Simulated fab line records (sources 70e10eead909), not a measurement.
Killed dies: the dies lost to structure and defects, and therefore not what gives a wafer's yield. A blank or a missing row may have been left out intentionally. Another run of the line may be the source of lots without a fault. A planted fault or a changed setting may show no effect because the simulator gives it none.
The tool behind it: which one? / flow nand-harc / 39 wafers from 13 lots sampled at 5 of the route's 1302 steps

## WHAT EACH GAUGE READ, for each wafer
NHARC_END_SORT_01.
lot=L879; measured=day 28 04:12; on=prober-01; killed-at-array=134 126 106; killed-at-other=1 2 0; killed-at-periphery=4 4 4; killed-dies=139 132 110; killed-open=1 0 2; killed-short=3 0 2
lot=L880; measured=day 28 16:06; on=prober-02; killed-at-array=131 134 105; killed-at-other=2 1 1; killed-at-periphery=4 6 2; killed-dies=137 141 108; killed-open=5 6 1; killed-short=1 2 0
lot=L883; measured=day 30 04:50; on=prober-02; killed-at-array=115 127 130; killed-at-other=1 0 1; killed-at-periphery=0 2 3; killed-dies=116 129 134; killed-open=1 4 2; killed-short=1 1 3

## EACH LOT AND THE TOOL THAT RAN IT (in order: tool; ch and the chambers of the sampled wafers; start)
lot=L870; NHARC_A_SGD_CUT_ETCH_59=rie-diel-06 ch 1,2, day 18 23:29; NHARC_THIN_TSV_ETCH_15=rie-si-02 ch 1,2, day 23 15:10; NHARC_THIN_TSV_PVD_19=pvd-sputter-01, day 23 20:55 or earlier; NHARC_THIN_TSV_STRIP_56=plasma-asher-02 ch 0, day 23 20:55
lot=L872; NHARC_A_SGD_CUT_ETCH_59=rie-diel-08 ch 0,1,3, day 19 14:52; NHARC_THIN_TSV_ETCH_15=rie-si-03 ch 1,2,3, day 24 10:59; NHARC_THIN_TSV_PVD_19=pvd-sputter-02, day 24 17:13 or earlier; NHARC_THIN_TSV_STRIP_56=plasma-asher-02 ch 0,1, day 24 17:13
lot=L871; NHARC_A_SGD_CUT_ETCH_59=rie-diel-02 ch 1,2,3, day 19 15:11; NHARC_THIN_TSV_ETCH_15=rie-si-05 ch 0,1,2, day 24 09:43; NHARC_THIN_TSV_PVD_19=pvd-sputter-01, day 24 15:56 or earlier; NHARC_THIN_TSV_STRIP_56=plasma-asher-02 ch 0,1, day 24 15:56
lot=L873; NHARC_A_SGD_CUT_ETCH_59=rie-diel-06 ch 0,1,3, day 19 17:43; NHARC_THIN_TSV_ETCH_15=rie-si-02 ch 2,3, day 24 08:26; NHARC_THIN_TSV_PVD_19=pvd-sputter-01, day 24 14:10 or earlier; NHARC_THIN_TSV_STRIP_56=plasma-asher-02 ch 0,1, day 24 14:10
lot=L874; NHARC_A_SGD_CUT_ETCH_59=rie-diel-02 ch 1,2, day 20 13:05; NHARC_THIN_TSV_ETCH_15=rie-si-02 ch 0,2, day 24 23:26; NHARC_THIN_TSV_PVD_19=pvd-sputter-02, day 25 05:13 or earlier; NHARC_THIN_TSV_STRIP_56=plasma-asher-01 ch 0,1, day 25 05:13
lot=L875; NHARC_A_SGD_CUT_ETCH_59=rie-diel-08 ch 0,2,3, day 20 20:20; NHARC_THIN_TSV_ETCH_15=rie-si-03 ch 2,3, day 25 08:16; NHARC_THIN_TSV_PVD_19=pvd-sputter-02, day 25 14:07 or earlier; NHARC_THIN_TSV_STRIP_56=plasma-asher-02 ch 0,1, day 25 14:07
lot=L876; NHARC_A_SGD_CUT_ETCH_59=rie-diel-08 ch 2,3, day 21 12:54; NHARC_THIN_TSV_ETCH_15=rie-si-02 ch 1,2, day 26 07:02; NHARC_THIN_TSV_PVD_19=pvd-sputter-01, day 26 12:42 or earlier; NHARC_THIN_TSV_STRIP_56=plasma-asher-01 ch 0, day 26 12:42
lot=L879; NHARC_A_SGD_CUT_ETCH_59=rie-diel-08 ch 0,2,3, day 23 02:59; NHARC_THIN_TSV_ETCH_15=rie-si-03 ch 1,2, day 27 13:05; NHARC_THIN_TSV_PVD_19=pvd-sputter-03, day 27 18:59 or earlier; NHARC_THIN_TSV_STRIP_56=plasma-asher-01 ch 0,1, day 27 18:59
lot=L880; NHARC_A_SGD_CUT_ETCH_59=rie-diel-08 ch 0,1,2, day 23 10:53; NHARC_THIN_TSV_ETCH_15=rie-si-03 ch 0,1,3, day 28 01:55; NHARC_THIN_TSV_PVD_19=pvd-sputter-01, day 28 07:38 or earlier; NHARC_THIN_TSV_STRIP_56=plasma-asher-01 ch 0,1, day 28 07:38
lot=L883; NHARC_A_SGD_CUT_ETCH_59=rie-diel-08 ch 1,2,3, day 24 17:01; NHARC_THIN_TSV_ETCH_15=rie-si-03 ch 1,2,3, day 29 13:01; NHARC_THIN_TSV_PVD_19=pvd-sputter-03, day 29 18:50 or earlier; NHARC_THIN_TSV_STRIP_56=plasma-asher-01 ch 0,1, day 29 18:50
lot=L891; NHARC_A_SGD_CUT_ETCH_59=rie-diel-02 ch 1,2, day 28 00:07; NHARC_THIN_TSV_ETCH_15=rie-si-05 ch 0,3, day 32 14:02; NHARC_THIN_TSV_PVD_19=pvd-sputter-03, day 32 19:53 or earlier; NHARC_THIN_TSV_STRIP_56=plasma-asher-02 ch 0,1, day 32 19:53
lot=L893; NHARC_A_SGD_CUT_ETCH_59=rie-diel-08 ch 0,1,3, day 29 00:47; NHARC_THIN_TSV_ETCH_15=rie-si-02 ch 0,3, day 33 12:07; NHARC_THIN_TSV_PVD_19=pvd-sputter-01, day 33 17:48 or earlier; NHARC_THIN_TSV_STRIP_56=plasma-asher-01 ch 0,1, day 33 17:48
lot=L892; NHARC_A_SGD_CUT_ETCH_59=rie-diel-06 ch 1,2,3, day 29 07:05; NHARC_THIN_TSV_ETCH_15=rie-si-02 ch 0,1,2, day 34 04:25; NHARC_THIN_TSV_PVD_19=pvd-sputter-02, day 34 10:08 or earlier; NHARC_THIN_TSV_STRIP_56=plasma-asher-01 ch 1, day 34 10:08
- NHARC_A_SGD_CUT_ETCH_59: etches the open film in N2/H2, target depth 260 nm, time 406.25 s.
- NHARC_THIN_TSV_ETCH_15: target depth 3000 nm, bosch target overetch cycles 2, bosch etch step 2.8 s.
- NHARC_THIN_TSV_PVD_19: deposits TaN, target thk 20 nm.
- NHARC_THIN_TSV_STRIP_56: strips in O2.

## AS READ BY THE TOOLS THEMSELVES (means over the sampled wafers that have a number; for cases with no such wafer, the mark the record gives instead)
NHARC_A_SGD_CUT_ETCH_59.
lot=L870; tool=rie-diel-06; drypump-motor-current-A (A)=5.1; n2-flow-sccm (sccm)=150.1; oes-product-au (a.u.)=0.998; rf-vpp-V (V)=429.9; showerhead-plenum-p-Torr (Torr)=1.99; throttle-valve-pct (%)=14.172
lot=L872; tool=rie-diel-08; drypump-motor-current-A (A)=5.7; n2-flow-sccm (sccm)=150.0; oes-product-au (a.u.)=1.014; rf-vpp-V (V)=430.7; showerhead-plenum-p-Torr (Torr)=2.07; throttle-valve-pct (%)=14.171
lot=L871; tool=rie-diel-02; drypump-motor-current-A (A)=5.7; n2-flow-sccm (sccm)=149.8; oes-product-au (a.u.)=0.990; rf-vpp-V (V)=429.7; showerhead-plenum-p-Torr (Torr)=2.03; throttle-valve-pct (%)=14.166
lot=L873; tool=rie-diel-06; drypump-motor-current-A (A)=5.8; n2-flow-sccm (sccm)=149.9; oes-product-au (a.u.)=0.998; rf-vpp-V (V)=429.5; showerhead-plenum-p-Torr (Torr)=2.01; throttle-valve-pct (%)=14.169
lot=L874; tool=rie-diel-02; drypump-motor-current-A (A)=5.4; n2-flow-sccm (sccm)=149.9; oes-product-au (a.u.)=0.987; rf-vpp-V (V)=428.0; showerhead-plenum-p-Torr (Torr)=1.98; throttle-valve-pct (%)=14.165
lot=L875; tool=rie-diel-08; drypump-motor-current-A (A)=5.8; n2-flow-sccm (sccm)=150.1; oes-product-au (a.u.)=1.007; rf-vpp-V (V)=431.5; showerhead-plenum-p-Torr (Torr)=2.05; throttle-valve-pct (%)=14.162
lot=L876; tool=rie-diel-08; drypump-motor-current-A (A)=5.3; n2-flow-sccm (sccm)=149.7; oes-product-au (a.u.)=0.994; rf-vpp-V (V)=429.7; showerhead-plenum-p-Torr (Torr)=2.03; throttle-valve-pct (%)=14.172
lot=L879; tool=rie-diel-08; drypump-motor-current-A (A)=5.7; n2-flow-sccm (sccm)=149.9; oes-product-au (a.u.)=1.000; rf-vpp-V (V)=430.7; showerhead-plenum-p-Torr (Torr)=2.05; throttle-valve-pct (%)=14.168
lot=L880; tool=rie-diel-08; drypump-motor-current-A (A)=5.4; n2-flow-sccm (sccm)=149.8; oes-product-au (a.u.)=1.018; rf-vpp-V (V)=429.3; showerhead-plenum-p-Torr (Torr)=2.00; throttle-valve-pct (%)=14.176
lot=L883; tool=rie-diel-08; drypump-motor-current-A (A)=5.3; n2-flow-sccm (sccm)=150.1; oes-product-au (a.u.)=0.987; rf-vpp-V (V)=431.3; showerhead-plenum-p-Torr (Torr)=2.05; throttle-valve-pct (%)=14.171
lot=L891; tool=rie-diel-02; drypump-motor-current-A (A)=5.4; n2-flow-sccm (sccm)=149.8; oes-product-au (a.u.)=0.990; rf-vpp-V (V)=428.9; showerhead-plenum-p-Torr (Torr)=1.97; throttle-valve-pct (%)=14.174
lot=L893; tool=rie-diel-08; drypump-motor-current-A (A)=5.7; n2-flow-sccm (sccm)=150.2; oes-product-au (a.u.)=0.990; rf-vpp-V (V)=431.1; showerhead-plenum-p-Torr (Torr)=2.07; throttle-valve-pct (%)=14.174
lot=L892; tool=rie-diel-06; drypump-motor-current-A (A)=5.3; n2-flow-sccm (sccm)=149.8; oes-product-au (a.u.)=0.996; rf-vpp-V (V)=430.2; showerhead-plenum-p-Torr (Torr)=2.03; throttle-valve-pct (%)=14.173

NHARC_THIN_TSV_ETCH_15.
lot=L870; tool=rie-si-02; drypump-motor-current-A (A)=5.5; he-backside-leak-sccm (sccm)=2.36
lot=L872; tool=rie-si-03; drypump-motor-current-A (A)=6.1; he-backside-leak-sccm (sccm)=2.47
lot=L871; tool=rie-si-05; drypump-motor-current-A (A)=6.1; he-backside-leak-sccm (sccm)=2.57
lot=L873; tool=rie-si-02; drypump-motor-current-A (A)=5.6; he-backside-leak-sccm (sccm)=2.38
lot=L874; tool=rie-si-02; drypump-motor-current-A (A)=5.7; he-backside-leak-sccm (sccm)=2.46
lot=L875; tool=rie-si-03; drypump-motor-current-A (A)=5.8; he-backside-leak-sccm (sccm)=2.45
lot=L876; tool=rie-si-02; drypump-motor-current-A (A)=5.2; he-backside-leak-sccm (sccm)=2.61
lot=L879; tool=rie-si-03; drypump-motor-current-A (A)=6.3; he-backside-leak-sccm (sccm)=2.88
lot=L880; tool=rie-si-03; drypump-motor-current-A (A)=5.9; he-backside-leak-sccm (sccm)=2.48
lot=L883; tool=rie-si-03; drypump-motor-current-A (A)=6.1; he-backside-leak-sccm (sccm)=2.42
lot=L891; tool=rie-si-05; drypump-motor-current-A (A)=5.7; he-backside-leak-sccm (sccm)=2.82
lot=L893; tool=rie-si-02; drypump-motor-current-A (A)=5.6; he-backside-leak-sccm (sccm)=2.65
lot=L892; tool=rie-si-02; drypump-motor-current-A (A)=5.5; he-backside-leak-sccm (sccm)=2.50

NHARC_THIN_TSV_PVD_19.
lot=L870; tool=pvd-sputter-01; throttle-valve-pct (%)=30.0
lot=L872; tool=pvd-sputter-02; throttle-valve-pct (%)=30.4
lot=L871; tool=pvd-sputter-01; throttle-valve-pct (%)=30.3
lot=L873; tool=pvd-sputter-01; throttle-valve-pct (%)=30.1
lot=L874; tool=pvd-sputter-02; throttle-valve-pct (%)=29.1
lot=L875; tool=pvd-sputter-02; throttle-valve-pct (%)=30.2
lot=L876; tool=pvd-sputter-01; throttle-valve-pct (%)=29.8
lot=L879; tool=pvd-sputter-03; throttle-valve-pct (%)=30.0
lot=L880; tool=pvd-sputter-01; throttle-valve-pct (%)=30.0
lot=L883; tool=pvd-sputter-03; throttle-valve-pct (%)=29.6
lot=L891; tool=pvd-sputter-03; throttle-valve-pct (%)=29.3
lot=L893; tool=pvd-sputter-01; throttle-valve-pct (%)=30.2
lot=L892; tool=pvd-sputter-02; throttle-valve-pct (%)=29.8

NHARC_THIN_TSV_STRIP_56.
lot=L870; tool=plasma-asher-02; drypump-motor-current-A (A)=5.41; heater-power-w (W)=344
lot=L872; tool=plasma-asher-02; drypump-motor-current-A (A)=5.58; heater-power-w (W)=338
lot=L871; tool=plasma-asher-02; drypump-motor-current-A (A)=5.60; heater-power-w (W)=341
lot=L873; tool=plasma-asher-02; drypump-motor-current-A (A)=5.60; heater-power-w (W)=339
lot=L874; tool=plasma-asher-01; drypump-motor-current-A (A)=5.49; heater-power-w (W)=327
lot=L875; tool=plasma-asher-02; drypump-motor-current-A (A)=5.77; heater-power-w (W)=322
lot=L876; tool=plasma-asher-01; drypump-motor-current-A (A)=5.46; heater-power-w (W)=330
lot=L879; tool=plasma-asher-01; drypump-motor-current-A (A)=5.49; heater-power-w (W)=331
lot=L880; tool=plasma-asher-01; drypump-motor-current-A (A)=5.48; heater-power-w (W)=330
lot=L883; tool=plasma-asher-01; drypump-motor-current-A (A)=5.47; heater-power-w (W)=331
lot=L891; tool=plasma-asher-02; drypump-motor-current-A (A)=5.60; heater-power-w (W)=334
lot=L893; tool=plasma-asher-01; drypump-motor-current-A (A)=5.46; heater-power-w (W)=343
lot=L892; tool=plasma-asher-01; drypump-motor-current-A (A)=5.50; heater-power-w (W)=340

## THE ANSWER, worked out from the rows above alone
Rule: the lots themselves supply what counts as usual. Put in order of their means at a reading, lots are off if they are a third of the lots or fewer, leave a main group of 4 or more, and stand apart from it by a gap of 3 or more times the standard deviation of the main group's means; of several such gaps the widest counts. The tables above print the reading to a certain number of digits; a main group whose means all agree to those digits is not used. A lot without any number at a reading at which 4 lots or more have one is off too. All remaining lots with rows at the step are treated as sound. Order of review: gauges by route order, followed by the tools' own readings, for which a lot's mean as printed above is used. At the first step where some lot is off, the reading lying furthest off is the one used; lots without a number count as furthest.
Across all readings shown, no lot is off: no conclusion can be drawn from this.

## WHAT WAS PUT IN BY THE SIMULATOR
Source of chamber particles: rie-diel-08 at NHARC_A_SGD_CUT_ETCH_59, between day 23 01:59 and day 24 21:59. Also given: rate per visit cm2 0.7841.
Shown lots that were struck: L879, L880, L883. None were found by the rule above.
